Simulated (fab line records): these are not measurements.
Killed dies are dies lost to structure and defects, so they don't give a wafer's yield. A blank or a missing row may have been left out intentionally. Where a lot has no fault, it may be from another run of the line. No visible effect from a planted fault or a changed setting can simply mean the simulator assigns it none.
The tool behind it: which one? / flow nand harc / 12 lots with 36 wafers sampled at 6 steps, on a route of 1159 steps

WHAT THE GAUGES READ, wafer by wafer
NHARC_A_SGD_CUT_OVL_MEAS_10.
lot=L075; measured=day 14 02:37; on=overlay-02; overlay x nm (nm)=1.1 1.3 1.2
lot=L077; measured=day 14 13:11; on=overlay-02; overlay x nm (nm)=-0.8 -0.2 -0.7
lot=L079; measured=day 14 11:43; on=overlay-01; overlay x nm (nm)=0.1 -0.1 -0.3
lot=L082; measured=day 15 01:52; on=overlay-01; overlay x nm (nm)=0.3 0.7 0.1
lot=L084; measured=day 16 03:57; on=overlay-02; overlay x nm (nm)=0.4 0.4 0.4
lot=L085; measured=day 16 23:59; on=overlay-02; overlay x nm (nm)=1.2 1.2 1.0
lot=L088; measured=day 17 01:23; on=overlay-02; overlay x nm (nm)=-1.3 -1.1 -1.7
lot=L089; measured=day 17 13:30; on=overlay-02; overlay x nm (nm)=1.1 1.6 2.0
lot=L090; measured=day 17 17:01; on=overlay-02; overlay x nm (nm)=-0.5 -0.3 -0.4
lot=L093; measured=day 18 06:04; on=overlay-01; overlay x nm (nm)=0.1 -0.4 0.2
lot=L095; measured=day 19 09:55; on=overlay-01; overlay x nm (nm)=1.1 1.3 1.3
lot=L097; measured=day 19 20:44; on=overlay-02; overlay x nm (nm)=-0.1 0.0 -0.2

TOOL THAT RAN EACH LOT (tool first, then ch and the chambers of the sampled wafers, then the start)
lot=L075; NHARC_A_STAIRCASE_ETCH_452=rie diel-04 ch 0,2,3, day 12 00:18 or earlier; NHARC_A_STAIRCASE_HM_DEP_462=acl dep-02 ch 0, day 12 00:18; NHARC_A_STAIRCASE_HM_OPEN_463=rie diel-04 ch 0,1,3, day 14 01:24 or earlier; NHARC_A_STAIRCASE_STRIP_316=rie diel-04 ch 0,1,2, day 14 01:24 or earlier; NHARC_A_STAIRCASE_CMP_472=cmp-03 ch 0,2,3, day 14 01:24
lot=L077; NHARC_A_STAIRCASE_ETCH_452=rie diel-06 ch 0,1,3, day 12 09:28 or earlier; NHARC_A_STAIRCASE_HM_DEP_462=acl dep-03 ch 0, day 12 09:28; NHARC_A_STAIRCASE_HM_OPEN_463=rie diel-05 ch 0,2,3, day 14 12:07 or earlier; NHARC_A_STAIRCASE_STRIP_316=rie diel-05 ch 1,2,3, day 14 12:07 or earlier; NHARC_A_STAIRCASE_CMP_472=cmp-02 ch 1,2,3, day 14 12:07
lot=L079; NHARC_A_STAIRCASE_ETCH_452=rie diel-05 ch 0,2, day 12 11:56 or earlier; NHARC_A_STAIRCASE_HM_DEP_462=acl dep-02 ch 0, day 12 11:56; NHARC_A_STAIRCASE_HM_OPEN_463=rie diel-04 ch 1,3, day 14 10:29 or earlier; NHARC_A_STAIRCASE_STRIP_316=rie diel-04 ch 0,3, day 14 10:29 or earlier; NHARC_A_STAIRCASE_CMP_472=cmp-01 ch 0,3, day 14 10:29
lot=L082; NHARC_A_STAIRCASE_ETCH_452=rie diel-04 ch 0,1,3, day 13 02:14 or earlier; NHARC_A_STAIRCASE_HM_DEP_462=acl dep-01 ch 0, day 13 02:14; NHARC_A_STAIRCASE_HM_OPEN_463=rie diel-06 ch 1,2, day 15 00:34 or earlier; NHARC_A_STAIRCASE_STRIP_316=rie diel-06 ch 0,1,3, day 15 00:34 or earlier; NHARC_A_STAIRCASE_CMP_472=cmp-03 ch 0,3, day 15 00:34
lot=L084; NHARC_A_STAIRCASE_ETCH_452=rie diel-04 ch 0,1,3, day 14 00:42 or earlier; NHARC_A_STAIRCASE_HM_DEP_462=acl dep-02 ch 0, day 14 00:42; NHARC_A_STAIRCASE_HM_OPEN_463=rie diel-05 ch 0,1,3, day 16 02:46 or earlier; NHARC_A_STAIRCASE_STRIP_316=rie diel-05 ch 0,1,2, day 16 02:46 or earlier; NHARC_A_STAIRCASE_CMP_472=cmp-03 ch 0,1,2, day 16 02:46
lot=L085; NHARC_A_STAIRCASE_ETCH_452=rie diel-04 ch 0,1,3, day 14 23:01 or earlier; NHARC_A_STAIRCASE_HM_DEP_462=acl dep-03 ch 0, day 14 23:01; NHARC_A_STAIRCASE_HM_OPEN_463=rie diel-05 ch 0,2, day 16 22:36 or earlier; NHARC_A_STAIRCASE_STRIP_316=rie diel-05 ch 1,2,3, day 16 22:36 or earlier; NHARC_A_STAIRCASE_CMP_472=cmp-02 ch 0,1,2, day 16 22:36
lot=L088; NHARC_A_STAIRCASE_ETCH_452=rie diel-05 ch 0,3, day 15 02:04 or earlier; NHARC_A_STAIRCASE_HM_DEP_462=acl dep-02 ch 0, day 15 02:04; NHARC_A_STAIRCASE_HM_OPEN_463=rie diel-05 ch 2,3, day 17 00:10 or earlier; NHARC_A_STAIRCASE_STRIP_316=rie diel-05 ch 1,3, day 17 00:10 or earlier; NHARC_A_STAIRCASE_CMP_472=cmp-02 ch 2,3, day 17 00:10
lot=L089; NHARC_A_STAIRCASE_ETCH_452=rie diel-04 ch 1,2, day 15 13:07 or earlier; NHARC_A_STAIRCASE_HM_DEP_462=acl dep-01 ch 0, day 15 13:07; NHARC_A_STAIRCASE_HM_OPEN_463=rie diel-06 ch 1,2,3, day 17 12:17 or earlier; NHARC_A_STAIRCASE_STRIP_316=rie diel-06 ch 0,1,2, day 17 12:17 or earlier; NHARC_A_STAIRCASE_CMP_472=cmp-01 ch 2,3, day 17 12:17
lot=L090; NHARC_A_STAIRCASE_ETCH_452=rie diel-04 ch 0,1,3, day 15 16:49 or earlier; NHARC_A_STAIRCASE_HM_DEP_462=acl dep-03 ch 0, day 15 16:49; NHARC_A_STAIRCASE_HM_OPEN_463=rie diel-06 ch 0,2, day 17 15:49 or earlier; NHARC_A_STAIRCASE_STRIP_316=rie diel-06 ch 0,3, day 17 15:49 or earlier; NHARC_A_STAIRCASE_CMP_472=cmp-01 ch 2,3, day 17 15:49
lot=L093; NHARC_A_STAIRCASE_ETCH_452=rie diel-06 ch 1,2, day 16 04:07 or earlier; NHARC_A_STAIRCASE_HM_DEP_462=acl dep-02 ch 0, day 16 04:07; NHARC_A_STAIRCASE_HM_OPEN_463=rie diel-04 ch 0,3, day 18 04:58 or earlier; NHARC_A_STAIRCASE_STRIP_316=rie diel-04 ch 0,1,2, day 18 04:58 or earlier; NHARC_A_STAIRCASE_CMP_472=cmp-01 ch 0,3, day 18 04:58
lot=L095; NHARC_A_STAIRCASE_ETCH_452=rie diel-05 ch 1,3, day 16 19:39 or earlier; NHARC_A_STAIRCASE_HM_DEP_462=acl dep-02 ch 0, day 16 19:39; NHARC_A_STAIRCASE_HM_OPEN_463=rie diel-05 ch 0,1, day 19 08:42 or earlier; NHARC_A_STAIRCASE_STRIP_316=rie diel-05 ch 0,2, day 19 08:42 or earlier; NHARC_A_STAIRCASE_CMP_472=cmp-02 ch 1,2,3, day 19 08:42
lot=L097; NHARC_A_STAIRCASE_ETCH_452=rie diel-05 ch 0,1,3, day 17 15:25 or earlier; NHARC_A_STAIRCASE_HM_DEP_462=acl dep-03 ch 0, day 17 15:25; NHARC_A_STAIRCASE_HM_OPEN_463=rie diel-06 ch 2,3, day 19 19:34 or earlier; NHARC_A_STAIRCASE_STRIP_316=rie diel-06 ch 0,2, day 19 19:34 or earlier; NHARC_A_STAIRCASE_CMP_472=cmp-01 ch 0,2,3, day 19 19:34
- NHARC_A_STAIRCASE_ETCH_452: etches the open film in CF4/O2, target depth 30 nm, overetch 3 nm, time 16.5 s.
- NHARC_A_STAIRCASE_HM_DEP_462: deposits aC, target thk 800 nm.
- NHARC_A_STAIRCASE_HM_OPEN_463: chemistry O2/COS.
- NHARC_A_STAIRCASE_STRIP_316: strips in O2.
- NHARC_A_STAIRCASE_CMP_472: polishes SiO2.

THE ANSWER, worked out from the rows above alone
Rule: the lots themselves supply what counts as usual. The widest of any qualifying gaps counts: lots, ordered by their means at a reading, are off when they make up no more than a third of the lots, leave a main group of 4 or more, and stand apart from it by 3 or more times the standard deviation of that group's means. If all means in a main group match to the digits the tables above print for the reading, that group is not used. Also off: a lot with no number at a reading for which 4 or more lots have one. All remaining lots with rows at the step are treated as sound.
Nothing can be told from this: no lot is off at any reading shown.

WHAT HAD BEEN PUT IN BY THE SIMULATOR
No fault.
